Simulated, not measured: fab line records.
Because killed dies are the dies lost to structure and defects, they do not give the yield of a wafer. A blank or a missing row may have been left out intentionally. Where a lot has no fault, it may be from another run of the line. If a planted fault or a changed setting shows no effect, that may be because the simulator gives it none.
Problem report in the 8D (eight disciplines) form, filled by code | flow n5 finfet | the parts of the form that need people (team, actions taken, sign-off) are left out

== 1. WHAT WENT WRONG ==
Wafers without a fault read 198.0 W, standard deviation 0.83; rf fwd power W at N5_MOL_CONTACT_COAG_ETCH_110 reads a mean of 246.4 W on 6 wafers belonging to 2 lots. Measured from the usual mean, that is +58 standard deviations.
The step: etches Si in CF4/O2, target depth 2.5 nm, time 8 s.
Seen first at day 8 13:32 on rie diel-02, wafer L356.2. Wafers with a number at this step in the record: 18, from 6 lots. By rule, "out" or "out of limits" means more than 4 standard deviations away from the usual mean. Any other wafer with a number is counted as sound.

== 2. WHAT THIS IS AND IS NOT ==
question                    | is                       | is not
which readings at this step | rf fwd power W, rf vpp V | drypump motor current A, showerhead plenum p Torr, throttle valve pct
which lots                  | L356, L357               | L352, L354, L355, L364
which wafers of those lots  | all that have a number   | -
read on which tools         | rie diel-02              | rie diel-06
when                        | from day 8 13:32         | up to then (9 sound wafers); but 3 sound wafers of L364 came after

== 3. SUSPECTS, AND WHAT RULES EACH OUT ==
Counting: any tool at a process step up to the reading is kept as a suspect provided that every lot that is out went through it and no sound lot did after the first of them.
- rie diel-02 at N5_MOL_CONTACT_COAG_DESCUM_13 (chemistry O2, time 7 s): kept. It processed each lot that is out, first L356 at day 8 13:15, and no sound lot thereafter; up to then, the last sound lot it processed was L352 at day 7 12:01.
- rie diel-02 at N5_MOL_CONTACT_COAG_ETCH_105 (etches SiARC in CF4, target depth 15.6 nm, time 26 s): kept. It processed each lot that is out, first L356 at day 8 13:18, and no sound lot thereafter; up to then, the last sound lot it processed was L352 at day 7 12:04.
- rie diel-02 at N5_MOL_CONTACT_COAG_ETCH_106 (etches SOC in N2/H2, target depth 80 nm, overetch 16 nm, time 120 s): kept. It processed each lot that is out, first L356 at day 8 13:20, and no sound lot thereafter; up to then, the last sound lot it processed was L352 at day 7 12:05.
- rie diel-02 at N5_MOL_CONTACT_COAG_CONTACT_ETCH_14 (etches SiO2 in C4F6/O2, target depth 27.5 nm, overetch 8.5 nm, time 20 s): kept. It processed each lot that is out, first L356 at day 8 13:26, and no sound lot thereafter; up to then, the last sound lot it processed was L352 at day 7 12:11.
- rie diel-02 at N5_MOL_CONTACT_COAG_ETCH_15 (etches SiNx in CH3F/O2, stops on Si:P, target depth 7 nm): kept. It processed each lot that is out, first L356 at day 8 13:28, and no sound lot thereafter; up to then, the last sound lot it processed was L352 at day 7 12:13.
- rie diel-02 at N5_MOL_CONTACT_COAG_ETCH_110 (etches Si in CF4/O2, target depth 2.5 nm, time 8 s): kept. It processed each lot that is out, first L356 at day 8 13:32, and no sound lot thereafter; up to then, the last sound lot it processed was L352 at day 7 12:17. Out on those wafers are its own readings of rf fwd power W, rf vpp V.
Left after counting: rie diel-02 at N5_MOL_CONTACT_COAG_DESCUM_13, rie diel-02 at N5_MOL_CONTACT_COAG_ETCH_105, rie diel-02 at N5_MOL_CONTACT_COAG_ETCH_106, rie diel-02 at N5_MOL_CONTACT_COAG_CONTACT_ETCH_14, rie diel-02 at N5_MOL_CONTACT_COAG_ETCH_15, rie diel-02 at N5_MOL_CONTACT_COAG_ETCH_110.

== 4. THE CAUSE (what the simulator had put in) ==
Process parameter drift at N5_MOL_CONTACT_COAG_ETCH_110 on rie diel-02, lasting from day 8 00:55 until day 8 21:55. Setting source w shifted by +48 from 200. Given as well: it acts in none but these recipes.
Counting leaves 6 suspects; this tool is one of them.

== 5. THE EFFECT CHAIN, in route order ==
Each row: a reading where the mean over the struck wafers with a number is more than 3 standard deviations away from the usual. Scope: only readings with a usual standard deviation given in the record; hours: median across lots of the time from each lot's start at the first step in this table that gives one to its start at this step; sigmas: change in usual standard deviations.
hours | step                         | reading        | usual     | on struck wafers | change | sigmas
0     | N5_MOL_CONTACT_COAG_ETCH_110 | oes_f_703_au   | 0.81 a.u. | 1.07             | +0.26  | +3.0
0     | N5_MOL_CONTACT_COAG_ETCH_110 | rf fwd power W | 198.0 W   | 246.4            | +48.4  | +58
0     | N5_MOL_CONTACT_COAG_ETCH_110 | rf vpp V       | 125.9 V   | 111.8            | -14.1  | -6.1
It contains these process steps:
- N5_MOL_CONTACT_COAG_ETCH_110: etches Si in CF4/O2, target depth 2.5 nm, time 8 s.

== 6. WHAT WOULD HAVE CAUGHT IT SOONER ==
In this record no reading fell out of limits until day 8 13:32, 13 hours after the fault had begun at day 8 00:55.
